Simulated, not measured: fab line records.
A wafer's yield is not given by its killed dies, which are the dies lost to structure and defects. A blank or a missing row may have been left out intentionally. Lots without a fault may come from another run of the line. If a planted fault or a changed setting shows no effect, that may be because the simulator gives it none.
Chamber matching :: flow nand harc :: rie diel-01 running NHARC_A_STAIRCASE_DESCUM_219: 4 sister chambers
The step chemistry O2, time 3 s. 18 wafers are shown with their chamber, then 9 later ones without.

WAFERS WITH THEIR CHAMBER
wafer: L075.2
chamber: 3
showerhead plenum p Torr (Torr): 1.82
drypump motor current A (A): 5.8
oes product au (a.u.): 1.008

wafer: L075.4
chamber: 1
showerhead plenum p Torr (Torr): 2.00
drypump motor current A (A): 5.6
oes product au (a.u.): 1.009

wafer: L075.5
chamber: 3
showerhead plenum p Torr (Torr): 1.81
drypump motor current A (A): 5.8
oes product au (a.u.): 1.011

wafer: L079.1
chamber: 3
showerhead plenum p Torr (Torr): 1.81
drypump motor current A (A): 5.8
oes product au (a.u.): 1.008

wafer: L079.2
chamber: 2
showerhead plenum p Torr (Torr): 1.89
drypump motor current A (A): 5.9
oes product au (a.u.): 0.998

wafer: L079.4
chamber: 0
showerhead plenum p Torr (Torr): 1.94
drypump motor current A (A): 5.7
oes product au (a.u.): 1.018

wafer: L081.1
chamber: 0
showerhead plenum p Torr (Torr): 1.94
drypump motor current A (A): 5.7
oes product au (a.u.): 1.018

wafer: L081.4
chamber: 1
showerhead plenum p Torr (Torr): 1.99
drypump motor current A (A): 5.6
oes product au (a.u.): 1.018

wafer: L081.6
chamber: 2
showerhead plenum p Torr (Torr): 1.89
drypump motor current A (A): 5.9
oes product au (a.u.): 0.996

wafer: L083.1
chamber: 3
showerhead plenum p Torr (Torr): 1.81
drypump motor current A (A): 5.8
oes product au (a.u.): 1.008

wafer: L083.4
chamber: 1
showerhead plenum p Torr (Torr): 1.99
drypump motor current A (A): 5.6
oes product au (a.u.): 1.027

wafer: L083.5
chamber: 1
showerhead plenum p Torr (Torr): 1.99
drypump motor current A (A): 5.5
oes product au (a.u.): 1.025

wafer: L085.1
chamber: 0
showerhead plenum p Torr (Torr): 1.93
drypump motor current A (A): 5.7
oes product au (a.u.): 1.006

wafer: L085.4
chamber: 1
showerhead plenum p Torr (Torr): 1.99
drypump motor current A (A): 5.5
oes product au (a.u.): 1.019

wafer: L085.6
chamber: 0
showerhead plenum p Torr (Torr): 1.93
drypump motor current A (A): 5.7
oes product au (a.u.): 0.999

wafer: L084.1
chamber: 0
showerhead plenum p Torr (Torr): 1.93
drypump motor current A (A): 5.7
oes product au (a.u.): 1.009

wafer: L084.3
chamber: 3
showerhead plenum p Torr (Torr): 1.81
drypump motor current A (A): 5.8
oes product au (a.u.): 1.008

wafer: L084.6
chamber: 3
showerhead plenum p Torr (Torr): 1.80
drypump motor current A (A): 5.8
oes product au (a.u.): 1.010

SIGNATURES (means of the wafers above)
reading: showerhead plenum p Torr
chamber 0: 1.9340
chamber 1: 1.9920
chamber 2: 1.8900
chamber 3: 1.8100
scatter within a chamber: 0.00535

reading: drypump motor current A
chamber 0: 5.700
chamber 1: 5.560
chamber 2: 5.900
chamber 3: 5.800
scatter within a chamber: 0.0293

reading: oes product au
chamber 0: 1.01000
chamber 1: 1.01960
chamber 2: 0.99700
chamber 3: 1.00883
scatter within a chamber: 0.00583
Rule: for a wafer and a chamber, the distance is found by dividing, reading by reading, the gap between the wafer's reading and the chamber's mean by the reading's scatter, squaring, summing and taking the root. The wafer belongs to the nearest chamber; if the next one is less than 2 further off, it can't be placed. The scatter: take each reading less its chamber's mean, square it, sum over the shown wafers, divide by the number of wafers less the number of chambers, and take the root.

WAFERS WHOSE CHAMBER IS MISSING
wafer: L089.1
showerhead plenum p Torr (Torr): 1.98
drypump motor current A (A): 5.6
oes product au (a.u.): 1.014

wafer: L089.2
showerhead plenum p Torr (Torr): 1.88
drypump motor current A (A): 5.9
oes product au (a.u.): 0.995

wafer: L089.4
showerhead plenum p Torr (Torr): 1.93
drypump motor current A (A): 5.7
oes product au (a.u.): 1.016

wafer: L091.4
showerhead plenum p Torr (Torr): 1.92
drypump motor current A (A): 5.7
oes product au (a.u.): 0.999

wafer: L091.5
showerhead plenum p Torr (Torr): 1.92
drypump motor current A (A): 5.7
oes product au (a.u.): 1.004

wafer: L091.6
showerhead plenum p Torr (Torr): 1.98
drypump motor current A (A): 5.6
oes product au (a.u.): 1.017

wafer: L096.2
showerhead plenum p Torr (Torr): 1.88
drypump motor current A (A): 5.9
oes product au (a.u.): 0.988

wafer: L096.5
showerhead plenum p Torr (Torr): 1.92
drypump motor current A (A): 5.7
oes product au (a.u.): 1.010

wafer: L096.6
showerhead plenum p Torr (Torr): 1.79
drypump motor current A (A): 5.8
oes product au (a.u.): 0.996

WHICH CHAMBER EACH WENT THROUGH
wafer: L089.1
from the rows above: 1
in truth: 1

wafer: L089.2
from the rows above: 2
in truth: 2

wafer: L089.4
from the rows above: 0
in truth: 0

wafer: L091.4
from the rows above: 0
in truth: 0

wafer: L091.5
from the rows above: 0
in truth: 0

wafer: L091.6
from the rows above: 1
in truth: 1

wafer: L096.2
from the rows above: 2
in truth: 2

wafer: L096.5
from the rows above: 0
in truth: 0

wafer: L096.6
from the rows above: 3
in truth: 3
Placed correctly: 9 of 9. Number that these rows cannot place: 0. 0 placed wrongly.
